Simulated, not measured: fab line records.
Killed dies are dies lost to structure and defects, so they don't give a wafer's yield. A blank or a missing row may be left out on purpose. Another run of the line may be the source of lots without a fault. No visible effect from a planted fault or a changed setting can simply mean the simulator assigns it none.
Split-lot experiment | flow n5Finfet | 7 lots, 21 wafers read, on a route of 1938 steps

== THE SPLIT ==
At N5_BEOL_M1_EXPOSE_08 (exposes mask M1), the setting doseMj was moved away from the recipe's 33 on 6 of the 21 wafers read, by -4.9% to +7.5%. This setting was run at the recipe's value on the other wafers.

== FROM THE SPLIT TO THE READING: what the file shows between them, 16 steps ==
- N5_BEOL_M1_PEB_09: peb time 60 s
- N5_BEOL_M1_DEVELOP_10: develop time 30 s
- N5_BEOL_M1_CD_MEAS_11: target cd 17.05 nm
- N5_BEOL_M1_DESCUM_16: chemistry O2, time 7 s
- N5_BEOL_M1_ETCH_74: etches underlayer in N2/H2, target depth 6.5 nm, time 5.2 s
- N5_BEOL_M1_ETCH_63: etches SiARC in CF4, target depth 15.6 nm, time 26 s
- N5_BEOL_M1_ETCH_64: etches SOC in N2/H2, target depth 75 nm, overetch 15 nm, time 112.5 s
- N5_BEOL_M1_STRIP_65: strips in N2/H2
- N5_BEOL_M1_STRIP_75: strips in N2/H2
- N5_BEOL_M1_HM_OPEN_17: chemistry Cl2/BCl3, target TiN, target depth 20 nm, overetch 6 nm
- N5_BEOL_M1_STRIP_19: strips in O2
- N5_BEOL_M1_CD_MEAS_18: pitch 36 nm, target cd 18 nm
- N5_BEOL_M1_COAT_67: time 60 s, resist thk 60 nm
- N5_BEOL_M1_COAT_68: time 60 s, resist thk 12 nm
- N5_BEOL_M1_PRECLEAN_42: cleans in residue remover, time 60 s
- N5_BEOL_M1_SRD_43: time 30 s

== THE READING ==
cdNm, in nm, at N5_BEOL_M1_CD_MEAS_35 (target cd 18 nm, target cd y 21 nm). Typical for fault-free wafers on this fab line: 18.1 nm, with standard deviation 0.33 nm.

wafer  | tool, chamber at the split | doseMj as run | against the recipe | cdNm, nm | against lot-mates on the recipe
L075.1 | euvScanner-02, 0           | 33            | recipe             | 18.4     | -
L075.3 | euvScanner-02, 0           | 33            | recipe             | 18.0     | -
L075.5 | euvScanner-02, 0           | 33            | recipe             | 18.2     | -
L082.1 | euvScanner-01, 0           | 35.46         | +7.5%              | 19.6     | +1.8
L082.4 | euvScanner-01, 0           | 33            | recipe             | 17.8     | -
L082.5 | euvScanner-01, 0           | 35.46         | +7.5%              | 19.4     | +1.6
L081.4 | euvScanner-02, 0           | 33            | recipe             | 17.9     | -
L081.5 | euvScanner-02, 0           | 33            | recipe             | 18.1     | -
L081.6 | euvScanner-02, 0           | 33            | recipe             | 18.3     | -
L085.2 | euvScanner-01, 0           | 33            | recipe             | 18.1     | -
L085.4 | euvScanner-01, 0           | 31.39         | -4.9%              | 17.3     | -0.8
L085.6 | euvScanner-01, 0           | 31.39         | -4.9%              | 16.3     | -1.8
L086.4 | euvScanner-02, 0           | 33            | recipe             | 17.7     | -
L086.5 | euvScanner-02, 0           | 33            | recipe             | 18.3     | -
L086.6 | euvScanner-02, 0           | 33            | recipe             | 17.5     | -
L089.4 | euvScanner-02, 0           | 35.12         | +6.4%              | 19.7     | +1.7
L089.5 | euvScanner-02, 0           | 33            | recipe             | 18.0     | -
L089.6 | euvScanner-02, 0           | 35.12         | +6.4%              | 19.8     | +1.8
L097.1 | euvScanner-02, 0           | 33            | recipe             | 18.2     | -
L097.2 | euvScanner-02, 0           | 33            | recipe             | 18.1     | -
L097.3 | euvScanner-02, 0           | 33            | recipe             | 18.3     | -

FIT RESULTS
A straight line over all 21 wafers: cdNm changes by +0.231 nm for each +1% of doseMj; r = +0.94; the points scatter about the line by 0.3 nm.
The same after taking each lot's own level away (the mean of its wafers on the recipe; 21 wafers): +0.252 nm for each +1%; r = +0.96; scatter 0.25 nm.
Per that fit: largest doseMj move, reading shift of 1.9 nm.
The lots' own levels span 17.80 to 18.20 nm, that is 1.2 times the standard deviation above.
The two slopes agree, so the slope changes little with the lot-to-lot level.
Check: +1.89 nm against its lot-mates is what the line predicts for one of the wafers moved furthest among these (+7.5%) when that wafer is left out of the fit. Against them it came out at +1.8 nm.

== THE WHOLE CHAIN: every reading that the file lists as answering this split, in the file's order ==
step                  | what it does                                                          | reading                                                             | change (the file's fit)               | r (the file's)
N5_BEOL_M1_CD_MEAS_11 | target cd 17.05 nm                                                    | cdNm                                                                | +0.164 nm for each +1% of the setting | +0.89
N5_BEOL_M1_ETCH_74    | etches underlayer in N2/H2, target depth 6.5 nm, time 5.2 s           | BEOL_M1.cdOffsetNm (the simulator's own value, which no gauge read) | +0.211 nm for each +1% of the setting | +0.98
N5_BEOL_M1_ETCH_64    | etches SOC in N2/H2, target depth 75 nm, overetch 15 nm, time 112.5 s | BEOL_M1.cdOffsetNm (the simulator's own value, which no gauge read) | +0.225 nm for each +1% of the setting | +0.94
N5_BEOL_M1_CD_MEAS_18 | pitch 36 nm, target cd 18 nm                                          | cdNm                                                                | +0.19 nm for each +1% of the setting  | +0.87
N5_BEOL_M1_CD_MEAS_35 | target cd 18 nm, target cd y 21 nm                                    | cdNm                                                                | +0.25 nm for each +1% of the setting  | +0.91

== FILE'S OWN FIT ==
cdNm changes by +0.25 nm for each +1% of doseMj, r = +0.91.
